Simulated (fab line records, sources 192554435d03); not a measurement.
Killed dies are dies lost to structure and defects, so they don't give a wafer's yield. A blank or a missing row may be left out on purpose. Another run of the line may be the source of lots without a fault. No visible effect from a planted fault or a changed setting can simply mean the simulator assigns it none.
Split-lot trial + flow n5Finfet + 39 wafers read across 7 lots, on a route 1938 steps long

== SPLIT DETAILS ==
At N5_MOL_CONTACT_COAG_ALD_27 (deposits SiOC, target thk 17 nm, pulse time 1.5 s, time 2720 s), the setting aldCycles was moved away from the recipe's 340 on 12 of the 39 wafers read, by -56.2% to +30.6%. The other wafers ran this setting at the recipe's value.

The reading comes from the split's own step.

== THE READING ==
SiOC_of_MOL_CONTACT_COAG_ALD_27.thkNm (the simulator's own value, which no gauge read), in nm, at N5_MOL_CONTACT_COAG_ALD_27 (deposits SiOC, target thk 17 nm, pulse time 1.5 s, time 2720 s). The file does not state a usual value for it. Here, 27 wafers ran the recipe; their average is 17.0 nm with a standard deviation of 0.078 nm.

| wafer  | tool, chamber at the split | aldCycles as run | against the recipe | SiOC_of_MOL_CONTACT_COAG_ALD_27.thkNm, nm | against lot-mates on the recipe |
|--------|----------------------------|------------------|--------------------|-------------------------------------------|---------------------------------|
| L076.1 | aldSin-01, 2,1,2           | 171              | -49.7%             | 8.6                                       | -8.3                            |
| L076.3 | aldSin-01, 2,1,2           | 171              | -49.7%             | 8.6                                       | -8.3                            |
| L076.6 | aldSin-01, 2,1,2           | 171              | -49.7%             | 8.6                                       | -8.3                            |
| L076.2 | aldSin-01, 0               | 340              | recipe             | 16.8                                      | -                               |
| L076.4 | aldSin-01, 3,1             | 340              | recipe             | 17                                        | -                               |
| L076.5 | aldSin-01, 3,1             | 340              | recipe             | 17                                        | -                               |
| L077.1 | aldSin-03, 1,2,3           | 149              | -56.2%             | 7.4                                       | -9.5                            |
| L077.3 | aldSin-03, 1,2,3           | 149              | -56.2%             | 7.4                                       | -9.5                            |
| L077.4 | aldSin-03, 1,2,3           | 149              | -56.2%             | 7.4                                       | -9.5                            |
| L077.2 | aldSin-03, 0,2             | 340              | recipe             | 17                                        | -                               |
| L077.6 | aldSin-03, 0,2             | 340              | recipe             | 17                                        | -                               |
| L077.5 | aldSin-03, 3               | 340              | recipe             | 16.8                                      | -                               |
| L082.1 | aldSin-01, 3,2,1,1,0       | 340              | recipe             | 17                                        | -                               |
| L082.2 | aldSin-01, 3,2,1,1,0       | 340              | recipe             | 17                                        | -                               |
| L082.4 | aldSin-01, 3,2,1,1,0       | 340              | recipe             | 17                                        | -                               |
| L082.5 | aldSin-01, 3,2,1,1,0       | 340              | recipe             | 17                                        | -                               |
| L082.6 | aldSin-01, 3,2,1,1,0       | 340              | recipe             | 17                                        | -                               |
| L082.3 | aldSin-01, 0               | 340              | recipe             | 16.8                                      | -                               |
| L084.1 | aldSin-04, 2,3,0           | 340              | recipe             | 17                                        | -                               |
| L084.3 | aldSin-04, 2,3,0           | 340              | recipe             | 17                                        | -                               |
| L084.4 | aldSin-04, 2,3,0           | 340              | recipe             | 17                                        | -                               |
| L084.2 | aldSin-04, 1,0,3           | 444              | +30.6%             | 22.2                                      | +5.2                            |
| L084.5 | aldSin-04, 1,0,3           | 444              | +30.6%             | 22.2                                      | +5.2                            |
| L084.6 | aldSin-04, 1,0,3           | 444              | +30.6%             | 22.2                                      | +5.2                            |
| L087.1 | aldSin-03, 3,1,2,0,3,0     | 340              | recipe             | 17                                        | -                               |
| L087.2 | aldSin-03, 3,1,2,0,3,0     | 340              | recipe             | 17                                        | -                               |
| L087.3 | aldSin-03, 3,1,2,0,3,0     | 340              | recipe             | 17                                        | -                               |
| L087.4 | aldSin-03, 3,1,2,0,3,0     | 340              | recipe             | 17                                        | -                               |
| L087.5 | aldSin-03, 3,1,2,0,3,0     | 340              | recipe             | 17                                        | -                               |
| L087.6 | aldSin-03, 3,1,2,0,3,0     | 340              | recipe             | 17                                        | -                               |
| L088.2 | aldSin-04, 0,1,2           | 340              | recipe             | 17                                        | -                               |
| L088.3 | aldSin-04, 0,1,2           | 340              | recipe             | 17                                        | -                               |
| L088.6 | aldSin-04, 0,1,2           | 340              | recipe             | 17                                        | -                               |
| L097.1 | aldSin-01, 0               | 340              | recipe             | 17                                        | -                               |
| L097.2 | aldSin-01, 2,3,0           | 229              | -32.6%             | 11.4                                      | -5.5                            |
| L097.5 | aldSin-01, 2,3,0           | 229              | -32.6%             | 11.4                                      | -5.5                            |
| L097.6 | aldSin-01, 2,3,0           | 229              | -32.6%             | 11.4                                      | -5.5                            |
| L097.3 | aldSin-01, 1,3             | 340              | recipe             | 16.8                                      | -                               |
| L097.4 | aldSin-01, 1,3             | 340              | recipe             | 16.8                                      | -                               |
Rows listing several chambers each stand for several wafers; the file does not say which wafer went through which chamber.

THE FIT
A straight line over all 39 wafers: SiOC_of_MOL_CONTACT_COAG_ALD_27.thkNm changes by +0.17 nm for each +1% of aldCycles; r = +1.00; the points scatter about the line by 0.071 nm.
The same after taking each lot's own level away (the mean of its wafers on the recipe; 39 wafers): +0.169 nm for each +1%; r = +1.00; scatter 0.061 nm.
The reading moves by 9.5 nm for the largest change in aldCycles, on that fit.
Across the lots, their own levels run from 16.87 to 17.00 nm, a range of 1.7 times the standard deviation given above.
Consequently the slope shifts little with the lot-to-lot level, the two slopes agreeing.
Check: -9.47 nm against its lot-mates is what the line predicts for one of the wafers moved furthest among these (-56.2%) when that wafer is left out of the fit. Against them it came out at -9.53 nm.

== THE OTHER SPLITS THESE WAFERS WENT THROUGH ==
Before the reading, these wafers also passed through other splits. Each is held against what the fit with the lots' levels taken away leaves over:
| other split on the same wafers     | wafers away from the commonest value | r with SiOC_of_MOL_CONTACT_COAG_ALD_27.thkNm (lot level and that fit taken away) |
|------------------------------------|--------------------------------------|----------------------------------------------------------------------------------|
| N5_DUMMY_GATE_ETCH_31 targetDepthA | 15                                   | +0.26                                                                            |
| N5_HKMG_FIN_HK_ALD_01 aldCycles    | 15                                   | +0.37                                                                            |

== FILE'S OWN FIT ==
SiOC_of_MOL_CONTACT_COAG_ALD_27.thkNm changes by +0.169 nm for each +1% of aldCycles, r = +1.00.
